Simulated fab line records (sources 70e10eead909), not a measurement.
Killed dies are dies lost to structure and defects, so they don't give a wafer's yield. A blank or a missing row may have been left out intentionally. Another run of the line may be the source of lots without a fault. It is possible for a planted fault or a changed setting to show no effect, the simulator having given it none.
Check for tools in common ; flow nand harc ; Lots sampled 2, wafers sampled 6

== THE REASON FOR OPENING IT ==
At NHARC_END_SORT_01 the reading killed at array is flagged on 2 of 2 lots. No-fault wafers: 29, standard deviation 11.
Rule: a lot gets a flag if all its wafers with a number sit over 4 standard deviations from that mean, or if no wafer of it has a number. The rest of the lots are taken to be sound.

lot;measured;on;killed at array, wafer by wafer;flag
L349;day 24 04:02;prober-02;675 671 676;FLAGGED
L347;day 24 04:02;prober-01;677 674 677;FLAGGED
Average over the flagged lots: 675; offset from the usual +646, equal to +59 standard deviations.

== LOT BY LOT: THE TOOL USED ==
The record holds 4 process steps before the reading, out of a route of 1159 steps. Every cell lists first the tool, next ch and the chambers used by the sampled wafers, and last the start.
lot;flag;NHARC_A_BLC_ETCH_17;NHARC_A_BLC_STRIP_21;NHARC_A_BLC_DEGAS_30;NHARC_A_BLC_PVD_32
L349;FLAGGED;rie diel-04 ch 0,1,2, day 22 00:16;rie diel-04 ch 1,2,3, day 22 01:11;pvd sputter-02, day 22 01:36;pvd sputter-02, day 24 04:02 or earlier
L347;FLAGGED;rie diel-12 ch 0,2,3, day 22 00:31;rie diel-04 ch 0,1,3, day 22 01:40;pvd sputter-02, day 22 02:05;pvd sputter-02, day 24 04:02 or earlier
These steps, and what they do:
- NHARC_A_BLC_ETCH_17: etches the open film in N2/H2, target depth 390 nm, time 609.38 s.
- NHARC_A_BLC_STRIP_21: strips in O2.
- NHARC_A_BLC_DEGAS_30: time 60 s.
- NHARC_A_BLC_PVD_32: deposits Ti, target thk 5 nm, time 17.7 s.
- NHARC_END_SORT_01

== FLAGGED AGAINST TOTAL, ONE TOOL AT A TIME (gauges that did the reading follow at the end) ==
step;tool;lots run;flagged;share of the flagged lots;sound lots run after its first flagged lot
NHARC_A_BLC_ETCH_17;rie diel-04;1;1;some;0
NHARC_A_BLC_ETCH_17;rie diel-12;1;1;some;0
NHARC_A_BLC_STRIP_21;rie diel-04;2;2;all;0
NHARC_A_BLC_DEGAS_30;pvd sputter-02;2;2;all;0
NHARC_A_BLC_PVD_32;pvd sputter-02;2;2;all;0
NHARC_END_SORT_01;prober-01;1;1;some;0
NHARC_END_SORT_01;prober-02;1;1;some;0
With no start given for some of its lots, NHARC_A_BLC_PVD_32 uses the hours and lot order of NHARC_END_SORT_01.

== WHAT THE TABLE PERMITS ==
Every flagged lot was run by 3 rows of the table: rie diel-04 at NHARC_A_BLC_STRIP_21, pvd sputter-02 at NHARC_A_BLC_DEGAS_30 and pvd sputter-02 at NHARC_A_BLC_PVD_32.
- rie diel-04 at NHARC_A_BLC_STRIP_21 ran 2 lots, 2 of them flagged. With no sound lot run before its first flagged lot in this sample, there is nothing to narrow down the start.
- pvd sputter-02 at NHARC_A_BLC_DEGAS_30 ran 2 lots, 2 of them flagged. With no sound lot run before its first flagged lot in this sample, there is nothing to narrow down the start.
- pvd sputter-02 at NHARC_A_BLC_PVD_32 ran 2 lots, 2 of them flagged. With no sound lot run before its first flagged lot in this sample, there is nothing to narrow down the start.
Because each of these 2 tools fits a fault that began at some hour, counting lots does not separate them. More lots, or a look at what each step does to the wafer, might.

== WHAT HAD BEEN PUT IN BY THE SIMULATOR ==
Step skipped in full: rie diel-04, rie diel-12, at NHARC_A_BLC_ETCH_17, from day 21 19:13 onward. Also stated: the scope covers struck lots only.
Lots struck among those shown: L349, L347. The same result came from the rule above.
